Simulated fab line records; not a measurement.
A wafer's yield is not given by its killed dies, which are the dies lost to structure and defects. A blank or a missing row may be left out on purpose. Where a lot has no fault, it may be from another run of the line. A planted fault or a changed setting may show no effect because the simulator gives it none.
Which tool did it? -- flow nand-harc -- 14 lots with 42 wafers sampled at 4 steps, on a route of 1159 steps

## WHAT THE GAUGES SHOWED, per wafer
NHARC_THIN_TSV_CD_MEAS_12 targets a cd of 1000 nm. Usual: 999.3 nm for cd-nm, sd 2.2.
lot,measured,on,cd-nm (nm),flag
L751,day 18 19:38,cd-sem-01,998.2 1000.2 998.5,
L754,day 18 21:59,cd-sem-03,1000.2 1000.9 999.0,
L755,day 19 08:05,cd-sem-01,999.7 993.8 997.2,
L752,day 19 09:08,cd-sem-02,1002.5 1000.5 1000.9,
L757,day 20 10:38,cd-sem-03,995.2 997.6 1000.3,
L760,day 20 14:55,cd-sem-03,996.0 999.2 1002.2,
L759,day 21 05:37,cd-sem-01,1000.7 1001.7 998.2,
L763,day 21 10:57,cd-sem-03,1002.1 996.1 995.8,
L762,day 21 13:22,cd-sem-03,996.0 1001.0 997.8,
L764,day 22 18:00,cd-sem-02,999.0 998.6 1000.5,
L765,day 22 16:40,cd-sem-02,997.3 998.1 995.3,
L767,day 22 20:14,cd-sem-02,999.0 1003.3 1001.6,
L772,day 23 18:39,cd-sem-02,997.1 1000.5 999.0,
L771,day 23 17:28,cd-sem-02,998.2 1001.8 999.0,

NHARC_END_SORT_01. Usual: killed-at-array 29, standard deviation 10; killed-at-other 0.7, standard deviation 1; killed-at-periphery 3.7, standard deviation 2.6; killed-dies 33, standard deviation 10; killed-open 3.4, standard deviation 1.8; killed-short 1.8, standard deviation 1.3.
lot,measured,on,killed-at-array,killed-at-other,killed-at-periphery,killed-dies,killed-open,killed-short,flag
L755,day 20 09:56,prober-01,17 27 21,0 2 3,1 1 5,18 30 29,1 2 5,1 1 5,
L757,day 21 04:43,prober-02,17 20 26,0 0 0,5 6 7,22 26 33,4 3 4,0 1 2,
L760,day 21 03:55,prober-01,21 27 30,0 0 0,3 1 0,24 28 30,2 1 3,0 1 1,
L762,day 22 10:23,prober-01,41 41 32,0 1 0,2 3 7,43 45 39,4 3 3,3 0 1,
L765,day 23 17:18,prober-01,46 37 44,4 0 1,2 1 1,52 38 46,7 3 3,0 0 1,
L772,day 24 15:05,prober-02,112 96 105,0 1 2,2 7 3,114 104 110,3 3 4,1 4 1,OFF
L771,day 24 11:55,prober-01,103 101 101,3 1 1,3 3 5,109 105 107,6 2 3,0 5 0,OFF

## EACH LOT AND THE TOOL THAT RAN IT (in order: tool; ch and the chambers of the sampled wafers; start)
lot,NHARC_A_CONTACT_CVD_19,NHARC_THIN_TSV_DESCUM_14
L751,"cvd-w-01 ch 0,1, day 17 11:39","rie-diel-06 ch 0,2,3, day 18 19:48"
L754,"cvd-w-02 ch 0,1, day 17 16:53","rie-diel-04 ch 1,3, day 18 22:09"
L755,"cvd-w-02 ch 0,1, day 17 22:55","rie-diel-03 ch 0,1, day 19 08:14"
L752,"cvd-w-02 ch 0,1, day 18 02:23","rie-diel-03 ch 0,2,3, day 19 09:19"
L757,"cvd-w-01 ch 0,1, day 18 21:49","rie-diel-03 ch 1,2, day 20 10:49"
L760,"cvd-w-01 ch 0,1, day 19 08:09","rie-diel-03 ch 1,2, day 20 15:05"
L759,"cvd-w-02 ch 0,1, day 19 21:01","rie-diel-04 ch 0,3, day 21 05:46"
L763,"cvd-w-01 ch 0,1, day 20 04:01","rie-diel-06 ch 0,2, day 21 11:07"
L762,"cvd-w-01 ch 0,1, day 20 08:06","rie-diel-06 ch 0,1,3, day 21 13:33"
L764,"cvd-w-02 ch 0, day 20 20:32","rie-diel-03 ch 1,2, day 22 18:10"
L765,"cvd-w-02 ch 0,1, day 20 21:57","rie-diel-04 ch 1,2,3, day 22 16:50"
L767,"cvd-w-01 ch 0, day 21 10:55","rie-diel-04 ch 0,1,3, day 22 20:23"
L772,"cvd-w-02 ch 0,1, day 22 04:22","rie-diel-03 ch 0,1,3, day 23 18:49"
L771,"cvd-w-02 ch 0,1, day 22 07:07","rie-diel-04 ch 0,3, day 23 17:37"
- NHARC_A_CONTACT_CVD_19: deposits W, target thk 300 nm, time 802 s.
- NHARC_THIN_TSV_DESCUM_14: chemistry O2, time 3 s.

## WHAT THE TOOLS THEMSELVES READ (means of the sampled wafers that have a number; where no wafer has one, the mark that the record gives instead)
NHARC_A_CONTACT_CVD_19. Usual: heater-power-w 456 W, standard deviation 29; throttle-valve-pct 7.82 %, standard deviation 0.18.
lot,tool,heater-power-w (W),throttle-valve-pct (%),flag
L751,cvd-w-01,484,7.55,
L754,cvd-w-02,444,8.02,
L755,cvd-w-02,453,8.00,
L752,cvd-w-02,443,7.81,
L757,cvd-w-01,494,7.64,
L760,cvd-w-01,468,7.67,
L759,cvd-w-02,441,8.08,
L763,cvd-w-01,467,7.85,
L762,cvd-w-01,474,7.91,
L764,cvd-w-02,463,7.71,
L765,cvd-w-02,434,7.85,
L767,cvd-w-01,427,7.73,
L772,cvd-w-02,438,7.96,
L771,cvd-w-02,429,7.71,

NHARC_THIN_TSV_DESCUM_14. Usual: chamber-pressure-mTorr 60.00 mTorr, standard deviation 0.059; drypump-motor-current-A 5.8 A, standard deviation 0.32; oes-product-au 0.997 a.u., standard deviation 0.013; rf-vpp-V 57.9 V, standard deviation 0.89; showerhead-plenum-p-Torr 1.93 Torr, standard deviation 0.071; throttle-valve-pct 11.311 %, standard deviation 0.0091.
lot,tool,chamber-pressure-mTorr (mTorr),drypump-motor-current-A (A),oes-product-au (a.u.),rf-vpp-V (V),showerhead-plenum-p-Torr (Torr),throttle-valve-pct (%),flag
L751,rie-diel-06,59.97,5.8,0.998,57.9,1.98,11.308,
L754,rie-diel-04,60.02,5.8,0.997,56.8,1.89,11.314,
L755,rie-diel-03,59.98,5.5,1.005,57.7,1.95,11.311,
L752,rie-diel-03,60.03,5.7,0.996,57.7,1.94,11.305,
L757,rie-diel-03,60.01,5.4,0.994,58.0,1.94,11.309,
L760,rie-diel-03,59.94,5.1,1.002,57.3,1.91,11.301,
L759,rie-diel-04,60.01,5.9,0.992,57.9,1.98,11.323,
L763,rie-diel-06,60.00,5.9,1.005,58.6,2.03,11.310,
L762,rie-diel-06,60.00,6.0,1.000,58.2,1.90,11.317,
L764,rie-diel-03,60.05,5.1,0.996,58.5,1.91,11.310,
L765,rie-diel-04,59.97,5.9,0.994,58.1,1.89,11.314,
L767,rie-diel-04,59.98,5.8,0.994,57.5,1.93,11.295,
L772,rie-diel-03,60.02,5.5,1.009,57.9,1.91,11.315,
L771,rie-diel-04,59.98,5.8,0.986,58.0,1.98,11.315,

## THE ANSWER, worked out from the rows above alone
Rule: lot off if the mean of its wafers having a number is beyond 3 standard deviations from the usual mean. Also off: a lot with no number at a reading for which 4 or more lots have one. Any other lot the step has rows for is counted as sound. First the gauges in route order, then the tools' own readings, where a lot's mean is used as printed above. At the first step where some lot is off, the reading lying furthest off is the one used; lots without a number count as furthest.
Off: L772, L771 (NHARC_END_SORT_01, killed-dies). Neither off nor sound, because the step has no rows for them: L751, L754, L752, L759, L763, L764, L767.
A tool fits if, at a process step before that reading, it ran every lot that is off, and no sound lot after the first of them. The gauges at NHARC_END_SORT_01 are tried like those tools. One fits: NHARC_A_CONTACT_CVD_19 on cvd-w-02. A fault onset in the window from L765 (day 20 21:57, its last sound lot) to L772 (day 22 04:22, its first lot off) fits.

## WHAT THE SIMULATOR PUT IN
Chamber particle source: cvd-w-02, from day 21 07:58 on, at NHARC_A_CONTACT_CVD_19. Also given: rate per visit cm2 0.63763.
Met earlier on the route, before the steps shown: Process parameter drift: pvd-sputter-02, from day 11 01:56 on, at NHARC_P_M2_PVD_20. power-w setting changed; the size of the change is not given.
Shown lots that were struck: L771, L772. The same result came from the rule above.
